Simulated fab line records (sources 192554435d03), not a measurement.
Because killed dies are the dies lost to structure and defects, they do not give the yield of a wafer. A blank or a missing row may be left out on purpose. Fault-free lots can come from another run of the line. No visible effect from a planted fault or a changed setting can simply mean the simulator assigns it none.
fab line records	flow n5_finfet
record: lots: 6	wafers: 18	last_day: 17
route steps=1938 shown BEOL_M1@799 BEOL_M4@1111 PASSIVATION@1936
lots untouched by any fault: they come from a run of this same line in which no faults occurred
start_h: hours from the record's opening day to when the first of the lot's shown wafers began	wait_h: hours elapsed since this lot's preceding step	" identical to the entry in the row above	L1.1+2: one row covering several wafers at once	- value missing, or start not given	* or withheld: withheld	< > ~ a bound
route shown NAME@n: names a module that has steps shown in the file, with the first one's number in the route	usual: mean/standard deviation of fault-free wafers	same: alike in all rows	chamber/n: place in a boat	sites: readings site by site	_std_site: their standard deviation	_edge_site: the outer-site mean with the inner-site mean subtracted	radius_mm: how far each site lies from the wafer's centre	mask NAME#n: copy n	behind: the tool/chamber that last shaped the wafer	hold: cause of the lot's hold/its duration in hours/its outcome	device: names the non-switching transistor (n, p or np)	end of line: the same wafers' tests at the end of the route	a step with no rows: only its recipe	killed: dies that structure and defects cost at the first sort, which is not the same as the wafer's yield	map: shows each die of a wafer: x if killed, . if not, _ if none is there
set.NAME: the setting as run; set.NAME@STEP: as run at that earlier step	model.NAME: the simulator's own value behind a step, which no gauge read
lots at some steps of the route; a table a step, a row a wafer
services: a tool's chamber out of use, with start hour (start_h, from the record's first day; less than 0 if before it), hours out, and reason
== steps ==
step: N5_BEOL_M1_STRIP_36
recipe: chemistry: N2/H2	power_w: 450	temp_c: 40	pressure_mtorr: 20	rf_frequency_hz: 6e+07	overash_fraction: 0.3	bias_power_w: 7	h2_frac: 0.5	n2_flow_sccm: 200	h2_flow_sccm: 200
step: N5_BEOL_M1_TRENCH_ETCH_37
recipe: chemistry: C4F6/O2	target_depth_a: 552.07	target: SiOC	time_s: 29	ion_energy_ev: 250	pressure_mtorr: 30	source_w: 355	bias_w: 185	Ar_flow_sccm: 300	C4F6_flow_sccm: 10	O2_flow_sccm: 10
usual: drypump_motor_current_A: 5.6/0.47	oes_ar_750_au: 0.81/0.091	oes_product_au: 0.82/0.095	rf_vpp_V: 671/9.1	showerhead_plenum_p_Torr: 2.86/0.11	throttle_valve_pct: 20.96/0.19
lot.wafer	tool	chamber	start_h	wait_h	drypump_motor_current_A	oes_ar_750_au	oes_product_au	rf_hours_counter_h	rf_vpp_V	showerhead_plenum_p_Torr	throttle_valve_pct
L101.1	rie_diel-04	0	-	-	4.8	0.67	0.67	251	661	2.69	21.04
L101.2	"	2	"	"	6.2	0.88	0.90	26	686	3.02	21.11
L101.3	"	1	"	"	5.1	0.70	0.71	212	662	2.82	21.00
L999.1	rie_diel-04	3	-	-	6.2	0.80	0.80	109	658	2.77	21.20
L999.2	"	2	"	"	6.2	0.88	0.89	27	687	3.02	21.11
L999.4	"	2	"	"	6.2	0.88	0.89	-	686	3.02	21.09
L104.1	rie_diel-02	3	-	-	5.7	0.94	0.95	16	667	2.79	20.84
L104.5	"	2	"	"	5.8	0.88	0.88	-	679	2.99	20.62
L104.6	"	1	"	"	5.1	0.96	0.96	-	673	2.82	21.02
L106.2	rie_diel-04	3	-	-	6.1	0.78	0.79	118	660	2.77	21.21
L106.3	"	2	"	"	6.2	0.86	0.87	37	686	3.01	21.12
L106.6	"	1	"	"	5.2	0.69	0.70	-	662	2.82	21.00
L115.2	rie_diel-05	2	-	-	5.5	0.79	0.80	100	657	2.76	20.96
L115.5	"	0	"	"	5.4	0.69	0.69	-	687	2.68	20.90
L115.6	"	1	"	"	6.3	0.68	0.69	-	666	2.81	21.06
L117.2	rie_diel-02	3	-	-	5.7	0.89	0.89	40	669	2.78	20.86
L117.3	"	2	"	"	5.8	0.85	0.85	50	678	2.98	20.66
L117.5	"	1	"	"	5.1	0.90	0.91	-	673	2.81	21.04
step: N5_BEOL_M1_ETCH_41
recipe: chemistry: CH3F/O2	target: SiCN	target_depth_a: 319	taper_deg: 2	time_s: 57.8	ion_energy_ev: 120	mask_material: TiN	pressure_mtorr: 30	source_w: 395	bias_w: 75	Ar_flow_sccm: 150	CH3F_flow_sccm: 30	O2_flow_sccm: 20
usual: drypump_motor_current_A: 5.6/0.47	oes_product_au: 0.82/0.096	rf_vpp_V: 297.4/1.8	showerhead_plenum_p_Torr: 2.01/0.078	throttle_valve_pct: 16.40/0.18
lot.wafer	tool	chamber	start_h	wait_h	drypump_motor_current_A	oes_product_au	rf_hours_counter_h	rf_vpp_V	showerhead_plenum_p_Torr	throttle_valve_pct
L101.1	rie_diel-04	0	-	-	4.8	0.67	251	294.9	1.89	16.58
L101.2	"	2	"	"	6.1	0.89	26	299.6	2.12	16.46
L101.3	"	1	"	"	5.2	0.71	212	296.6	1.98	16.49
L999.1	rie_diel-04	3	-	-	6.2	0.79	109	296.6	1.94	16.58
L999.2	"	2	"	"	6.2	0.88	27	299.6	2.12	16.45
L999.4	"	2	"	"	6.1	0.88	-	299.6	2.12	16.46
L104.1	rie_diel-02	3	-	-	5.7	0.95	16	297.6	1.96	16.24
L104.5	"	2	"	"	5.8	0.89	-	300.3	2.11	16.10
L104.6	"	1	"	"	5.1	0.97	-	296.4	1.97	16.34
L106.2	rie_diel-04	3	-	-	6.2	0.80	118	296.5	1.94	16.59
L106.3	"	2	"	"	6.1	0.87	37	300.1	2.12	16.47
L106.6	"	1	"	"	5.2	0.70	-	297.5	1.98	16.54
L115.2	rie_diel-05	2	-	-	5.5	0.79	100	296.2	1.94	16.37
L115.5	"	0	"	"	5.4	0.69	-	294.6	1.88	16.43
L115.6	"	1	"	"	6.3	0.68	-	297.0	1.98	16.60
L117.2	rie_diel-02	3	-	-	5.7	0.90	40	297.4	1.95	16.30
L117.3	"	2	"	"	5.8	0.85	50	299.3	2.10	16.13
L117.5	"	1	"	"	5.1	0.91	-	296.7	1.97	16.39
step: N5_BEOL_M1_STRIP_97
recipe: chemistry: N2/H2	time_s: 10	power_w: 450	temp_c: 40	pressure_mtorr: 20	rf_frequency_hz: 6e+07	bias_power_w: 7	n2_flow_sccm: 200	h2_flow_sccm: 200
usual: drypump_motor_current_A: 5.6/0.47	oes_product_au: 0.82/0.091	rf_vpp_V: 59.1/0.91	showerhead_plenum_p_Torr: 2.56/0.1	throttle_valve_pct: 23.82/0.28
lot.wafer	tool	chamber	start_h	wait_h	drypump_motor_current_A	oes_product_au	rf_hours_counter_h	rf_vpp_V	showerhead_plenum_p_Torr	throttle_valve_pct
L101.1	rie_diel-04	0	-	-	4.8	0.67	251	59.5	2.40	23.71
L101.2	"	2	"	"	6.1	0.89	26	60.2	2.70	23.84
L101.3	"	1	"	"	5.2	0.72	212	59.3	2.51	23.40
L999.1	rie_diel-04	3	-	-	6.2	0.81	109	58.7	2.47	24.28
L999.2	"	2	"	"	6.1	0.88	27	58.7	2.70	23.85
L999.4	"	2	"	"	6.2	0.88	-	59.7	2.70	23.83
L104.1	rie_diel-02	3	-	-	5.7	0.95	16	59.7	2.51	24.04
L104.5	"	2	"	"	5.8	0.88	-	58.2	2.70	23.81
L104.6	"	1	"	"	5.0	0.96	-	59.3	2.49	23.81
L106.2	rie_diel-04	3	-	-	6.2	0.79	118	58.7	2.47	24.29
L106.3	"	2	"	"	6.2	0.86	37	60.1	2.70	23.87
L106.6	"	1	"	"	5.2	0.70	-	59.4	2.50	23.41
L115.2	rie_diel-05	2	-	-	5.5	0.80	100	57.2	2.46	23.78
L115.5	"	0	"	"	5.4	0.70	-	58.6	2.42	24.13
L115.6	"	1	"	"	6.3	0.70	-	57.8	2.53	24.21
L117.2	rie_diel-02	3	-	-	5.7	0.90	40	57.6	2.50	24.05
L117.3	"	2	"	"	5.9	0.85	50	58.1	2.69	23.84
L117.5	"	1	"	"	5.1	0.90	-	59.5	2.48	23.83
step: N5_BEOL_M1_OCD_MEAS_38
usual: trench_depth_nm: 55.5/1.1
lot.wafer	tool	chamber	start_h	wait_h	trench_depth_nm
L101.1	ocd-01	-	143.99	-	54.5
L101.2	"	-	"	"	55.9
L101.3	"	-	"	"	54.8
L999.1	ocd-02	-	147.28	-	55.0
L999.2	"	-	"	"	56.5
L999.4	"	-	"	"	56.1
L104.1	ocd-02	-	161.75	-	56.6
L104.5	"	-	"	"	53.8
L104.6	"	-	"	"	55.0
L106.2	ocd-01	-	175.80	-	55.7
L106.3	"	-	"	"	55.4
L106.6	"	-	"	"	54.4
L115.2	ocd-02	-	235.71	-	55.2
L115.5	"	-	"	"	55.7
L115.6	"	-	"	"	54.0
L117.2	ocd-02	-	239.88	-	56.4
L117.3	"	-	"	"	55.8
L117.5	"	-	"	"	56.8
step: N5_BEOL_M1_HM_STRIP_39
recipe: chemistry: peroxide_tin_strip	material: TiN	target_depth_a: 250	temp_c: 50	time_s: 158
step: N5_BEOL_M1_SRD_40
recipe: time_s: 30	temp_c: 23	rinse_liquid: diw	dry: ipa_marangoni
step: N5_BEOL_M1_PRECLEAN_42
recipe: chemistry: residue_remover	time_s: 60	temp_c: 40
step: N5_BEOL_M1_SRD_43
recipe: time_s: 30	temp_c: 23	rinse_liquid: diw	dry: ipa_marangoni
step: N5_BEOL_M1_CD_MEAS_35
recipe: target_cd_nm: 18	target_cd_y_nm: 21	polarity: opening
usual: cd_nm: 18.0/0.32
lot.wafer	tool	chamber	start_h	wait_h	cd_nm
L101.1	cd_sem-02	-	144.14	0.0	17.7
L101.2	"	-	"	"	18.2
L101.3	"	-	"	"	17.8
L999.1	cd_sem-02	-	147.44	0.0	17.8
L999.2	"	-	"	"	17.7
L999.4	"	-	"	"	17.9
L104.1	cd_sem-01	-	161.91	0.0	18.1
L104.5	"	-	"	"	18.0
L104.6	"	-	"	"	18.5
L106.2	cd_sem-01	-	175.96	0.0	18.1
L106.3	"	-	"	"	17.8
L106.6	"	-	"	"	17.7
L115.2	cd_sem-02	-	235.87	0.0	18.2
L115.5	"	-	"	"	18.2
L115.6	"	-	"	"	18.4
L117.2	cd_sem-02	-	240.03	0.0	17.8
L117.3	"	-	"	"	18.1
L117.5	"	-	"	"	18.3
step: N5_BEOL_M1_DEGAS_44
recipe: ambient: vacuum	temp_c: 250	time_s: 60
usual: heater_power_w: 325/30
lot.wafer	tool	chamber	start_h	wait_h	heater_power_w
L101.1	pvd_sputter-02	-	144.28	0.1	309
L101.2	"	-	"	"	299
L101.3	"	-	"	"	374
L999.1	pvd_sputter-02	-	147.62	0.2	278
L999.2	"	-	"	"	294
L999.4	"	-	"	"	371
L104.1	pvd_sputter-02	-	162.08	0.2	376
L104.5	"	-	"	"	313
L104.6	"	-	"	"	368
L106.2	pvd_sputter-02	-	176.00	0.0	314
L106.3	"	-	"	"	366
L106.6	"	-	"	"	372
L115.2	pvd_sputter-02	-	236.27	0.4	284
L115.5	"	-	"	"	296
L115.6	"	-	"	"	310
L117.2	pvd_sputter-02	-	240.13	0.1	363
L117.3	"	-	"	"	312
L117.5	"	-	"	"	310
step: N5_BEOL_M1_PRE_CLEAN_45
recipe: gas: H2/He	time_s: 30	temp_c: 250
step: N5_BEOL_M1_ALD_84
recipe: material: TaN	target_thk_a: *	temp_c: 275	ald_precursor_family: PDMAT	ald_co_reactant: NH3	pressure_torr: 3	carrier_flow_sccm: 1500	pulse_time_s: 2	purge_time_s: 3	co_reactant_purge_time_s: 2	co_reactant_pulse_time_s: 3	ald_cycles: 30	precursor_vessel_temp_c: 75	precursor_vessel_pressure_torr: 26.25	precursor_vessel_carrier_sccm: 1000
usual: ald_cycles: 30/0	chamber_pressure_Torr: 3.000/0.0065	heater_power_outer_w: 242/20	heater_power_w: 433/26
same: pulse_time_s: 2
lot.wafer	tool	chamber	start_h	wait_h	ald_cycles	chamber_pressure_Torr	heater_power_outer_w	heater_power_w
L101.1	ald_metal-01	3	144.40	0.1	30	3.002	268	432
L101.2	"	2	"	"	30	2.996	234	428
L101.3	"	1	"	"	30	3.002	265	480
L999.1	ald_metal-02	3	147.82	0.1	30	2.995	231	449
L999.2	"	0	"	"	30	2.998	222	427
L999.4	"	2	"	"	30	3.007	272	452
L104.1	ald_metal-01	0	162.18	0.0	30	2.991	250	474
L104.5	"	0	"	"	30	2.997	252	466
L104.6	"	3	"	"	29	2.996	268	433
L106.2	ald_metal-01	0	176.16	0.1	29	2.998	250	456
L106.3	"	2	"	"	30	3.005	235	428
L106.6	"	3	"	"	29	3.010	260	428
L115.2	ald_metal-03	2	236.37	0.0	30	3.001	242	438
L115.5	"	1	"	"	30	2.990	229	414
L115.6	"	0	"	"	30	3.003	248	405
L117.2	ald_metal-02	1	240.23	0.0	30	3.002	233	429
L117.3	"	3	"	"	30	3.010	236	443
L117.5	"	2	"	"	30	3.006	275	452
step: N5_BEOL_M1_SURFACE_TREAT_85
recipe: gas: Ar	time_s: *	ion_energy_ev: *	ion_current_ma_cm2: 0.5	pressure_mtorr: *	ar_flow_sccm: 30
usual: pressure_mtorr: *	throttle_valve_pct: *
lot.wafer	tool	chamber	start_h	wait_h	pressure_mtorr	throttle_valve_pct
L101.1	pvd_sputter-02	-	144.96	0.5	*	*
L101.2	"	-	"	"	*	*
L101.3	"	-	"	"	*	*
L999.1	pvd_sputter-03	-	148.19	0.3	*	*
L999.2	"	-	"	"	*	*
L999.4	"	-	"	"	*	*
L104.1	pvd_sputter-02	-	162.43	0.1	*	*
L104.5	"	-	"	"	*	*
L104.6	"	-	"	"	*	*
L106.2	pvd_sputter-02	-	176.39	0.1	*	*
L106.3	"	-	"	"	*	*
L106.6	"	-	"	"	*	*
L115.2	pvd_sputter-02	-	236.65	0.2	*	*
L115.5	"	-	"	"	*	*
L115.6	"	-	"	"	*	*
L117.2	pvd_sputter-02	-	240.49	0.1	*	*
L117.3	"	-	"	"	*	*
L117.5	"	-	"	"	*	*
step: N5_BEOL_M4_RC_MEAS_101
usual: DIBL_N: 36.4/1.6	DIBL_P: 36.2/1.8	IOFF_N: 0.159/0.029	IOFF_P: 0.21/0.034	ION_N: 670/12	ION_P: 459/8.2	SS_N: 71.5/0.59	SS_P: 73.2/0.54	VT_N: 250/3.3	VT_P: -250/3.7
lot.wafer	tool	chamber	start_h	wait_h	DIBL_N[mV/V]	DIBL_P[mV/V]	IOFF_N[nA/um]	IOFF_P[nA/um]	ION_N[uA/um]	ION_P[uA/um]	SS_N[mV/dec]	SS_P[mV/dec]	VT_N[mV]	VT_P[mV]
L999.1	prober-02	0	188.49	0.0	37.6	38.5	0.178	0.23	672	454	71.7	74.4	252	-250
L999.2	"	0	"	"	35.8	37.1	0.149	0.19	657	448	70.8	73.3	249	-253
L999.4	"	0	"	"	36.8	37.3	0.164	0.21	680	458	70.8	73.3	249	-252
L101.1	prober-02	0	203.63	0.0	34.2	31.6	0.120	0.18	654	455	70.5	72.3	253	-250
L101.2	"	0	"	"	34.3	32.4	0.126	0.19	663	454	71.2	72.0	252	-245
L101.3	"	0	"	"	37.1	36.5	0.160	0.25	676	469	70.9	74.0	249	-246
L104.1	prober-02	0	217.70	0.0	36.9	38.3	0.168	0.21	670	454	71.9	73.0	248	-253
L104.5	"	0	"	"	35.8	37.0	0.154	0.19	668	457	71.7	73.5	250	-251
L104.6	"	0	"	"	36.5	38.1	0.169	0.22	677	468	72.0	73.5	249	-250
L106.2	prober-01	0	244.11	0.2	35.9	34.4	0.120	0.15	647	438	71.3	73.7	255	-256
L106.3	"	0	"	"	38.7	38.6	0.180	0.21	666	449	71.5	74.1	251	-255
L106.6	"	0	"	"	37.7	36.1	0.152	0.17	670	444	71.5	73.4	251	-257
L115.2	prober-01	0	288.18	0.2	34.9	34.8	0.139	0.19	677	461	71.3	73.2	251	-253
L115.5	"	0	"	"	36.2	37.2	0.160	0.23	679	470	70.8	74.1	247	-248
L115.6	"	0	"	"	35.3	35.4	0.146	0.19	666	459	70.5	73.4	250	-250
L117.2	prober-01	0	290.46	0.2	36.5	37.1	0.165	0.23	676	465	70.7	73.9	249	-245
L117.3	"	0	"	"	37.3	39.1	0.171	0.25	663	459	71.2	74.0	250	-249
L117.5	"	0	"	"	36.2	37.5	0.159	0.23	673	471	70.4	72.7	250	-246
step: N5_PASSIVATION_PROBE_49
usual: defect_limited_yield: 91.1/1.5	killed_at_M0_to_M3: 33/9.9	killed_at_M4_up: 14/5.2	killed_at_contacts: 12/6.7	killed_at_front_end: 43/13	killed_at_other: 3.4/2.7	killed_dies: 105/17	killed_open: 69/13	killed_short: 33/7.5	sort_bin_5_function: 5.2/0.91	sort_bin_6_memory: 3.3/0.71	sort_bin_8_speed: 0.00/0.032	sort_n_pass: 1075/17	sort_yield_pct: 91.1/1.5
same: gross_dies: 1180	killed_at_back_side: 0	sort_bin_4_leakage[%]: 0
lot.wafer	tool	chamber	start_h	wait_h	defect_limited_yield[%]	killed_at_M0_to_M3	killed_at_M4_up	killed_at_contacts	killed_at_front_end	killed_at_other	killed_dies	killed_open	killed_short	sort_bin_5_function[%]	sort_bin_6_memory[%]	sort_bin_8_speed[%]	sort_n_pass	sort_yield_pct[%]
L117.2	prober-02	-	388.24	0.1	93.6	12	19	13	30	1	75	49	23	3.2	2.8	0	1105	93.6
L117.3	prober-02	-	388.29	0.1	91.9	21	10	28	32	4	95	71	22	4.7	3.2	0	1085	91.9
L117.5	prober-02	-	388.39	0.2	93.5	18	15	8	33	3	77	46	30	3.5	2.6	0	1103	93.5
killed by level:class
L117.2 MOL_CONTACT_COAG:geometric_particle:open=11 BEOL_M4:geometric_particle:open=8 FIN_SAQP:geometric_particle:open=6 BEOL_M2:geometric_particle:open=6 FIN_SAQP:geometric_particle:short=4 GATE_CUT:geometric_particle:short=4 BEOL_M5:geometric_particle:open=4 DUMMY_GATE:geometric_particle:open=3
L117.3 MOL_CONTACT_COAG:geometric_particle:open=26 STI_FIN_REVEAL:geometric_particle:open=11 BEOL_M3:geometric_particle:open=11 BEOL_M4:geometric_particle:open=5 FIN_SAQP:geometric_particle:open=4 FIN_SAQP:geometric_particle:short=4 GATE_CUT:geometric_particle:short=4 BEOL_M3:geometric_particle:short=3
L117.5 FIN_SAQP:geometric_particle:short=11 MOL_CONTACT_COAG:geometric_particle:open=8 STI_FIN_REVEAL:geometric_particle:open=5 BEOL_M3:geometric_particle:open=5 BEOL_M4:geometric_particle:open=5 GATE_CUT:geometric_particle:short=4 BEOL_M1:geometric_particle:open=4 BEOL_M4:geometric_particle:short=4
== services ==
tool	chamber	start_h	hours	kind
ald_metal-01	-	125.42	8.7	pm
rie_diel-02	1	126.64	-	clean
rie_diel-02	1	126.64	-	consumable_replace:focus_ring
rie_diel-02	1	126.64	20.7	scheduled_down
rie_diel-02	1	126.64	20.7	vent_cycle
pvd_sputter-03	-	128.00	1.9	repair
rie_diel-04	3	138.80	6.5	repair
rie_diel-04	0	145.27	-	clean
rie_diel-04	0	145.27	-	consumable_replace:focus_ring
rie_diel-04	0	145.27	-	consumable_replace:showerhead
rie_diel-04	0	145.27	22.0	scheduled_down
rie_diel-04	0	145.27	22.0	vent_cycle
rie_diel-02	2	146.85	7.3	repair
rie_diel-02	-	174.45	5.9	repair
ald_metal-01	-	195.40	2.1	repair
rie_diel-05	-	207.71	14.6	pm
ald_metal-02	3	222.47	1.6	repair
rie_diel-05	1	238.66	19.1	repair
== key ==
first_sign: step: N5_BEOL_M1_ALD_84	reading: ald_cycles	direction: down	sigmas: 99+	usual: *	struck: *
effect none on later readings
met_at N5_BEOL_M1_ALD_84
struck_wafers L104.6,L106.2,L106.6
onset_between 144.40 162.18
fault: kind: process_parameter_drift	tool: ald_metal-01	chamber: -	onset_h: 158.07	steps: N5_BEOL_M1_ALD_84	channel: ald_cycles	offset: *	shape: step	end_h: 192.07	scope: struck_wafers_only	acts_in: *	stated: *
